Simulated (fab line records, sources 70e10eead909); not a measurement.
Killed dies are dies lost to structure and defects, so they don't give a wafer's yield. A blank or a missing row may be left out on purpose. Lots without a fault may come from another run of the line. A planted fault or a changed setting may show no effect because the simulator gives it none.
Chamber matching | flow nand_harc | NHARC_A_STAIRCASE_ALD_415 on ald_hk-02: 4 sister chambers
The step deposits SiO2, target thk 30 nm, pulse time 6 s, ald cycles 300. 8 wafers are shown with their chamber, then 12 later ones without.

WAFERS WITH THEIR CHAMBER
wafer  | chamber | heater_power_w (W) | precursor_pulse_height_rel
L080.4 | 0       | 442                | 0.958
L080.5 | 1       | 418                | 0.987
L085.5 | 0       | 447                | 1.020
L090.4 | 1       | 435                | 1.000
L090.5 | 2       | 505                | 1.022
L093.2 | 2       | 506                | 0.983
L093.4 | 3       | 339                | 0.913
L093.6 | 3       | 339                | 1.006

WAFERS WITHOUT THEIR CHAMBER
wafer  | heater_power_w (W) | precursor_pulse_height_rel
L093.1 | 444                | 1.004
L093.3 | 421                | 0.981
L093.5 | 440                | 1.022
L095.1 | 342                | 0.971
L095.2 | 419                | 0.957
L095.5 | 418                | 1.010
L095.3 | 512                | 0.978
L095.4 | 450                | 1.032
L095.6 | 501                | 1.025
L097.2 | 455                | 1.021
L097.3 | 335                | 1.008
L097.6 | 505                | 1.007

WHICH CHAMBER EACH WENT THROUGH
wafer  | from the rows above     | in truth
L093.1 | 0                       | 0
L093.3 | 1                       | 1
L093.5 | can't be placed: 0 or 1 | 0
L095.1 | 3                       | 3
L095.2 | 1                       | 1
L095.5 | 1                       | 1
L095.3 | 2                       | 2
L095.4 | 0                       | 0
L095.6 | 2                       | 2
L097.2 | 0                       | 0
L097.3 | 3                       | 3
L097.6 | 2                       | 2
Placed correctly: 11 of 12. Can't be placed from these rows: 1 (the true chamber is among the candidates in 1). Placed wrongly: 0.
How it was worked out, from the rows above alone: a wafer's distance from a chamber is the root of the sum, over the readings, of the square of ((its reading less the chamber's mean) divided by the reading's scatter). The wafer belongs to the nearest chamber; if the next one is less than 2 further off, it can't be placed. A chamber's mean is the mean of its shown wafers. The scatter: the root of (the sum of the squares of (reading less its chamber's mean) over the shown wafers, divided by (wafers less chambers)).
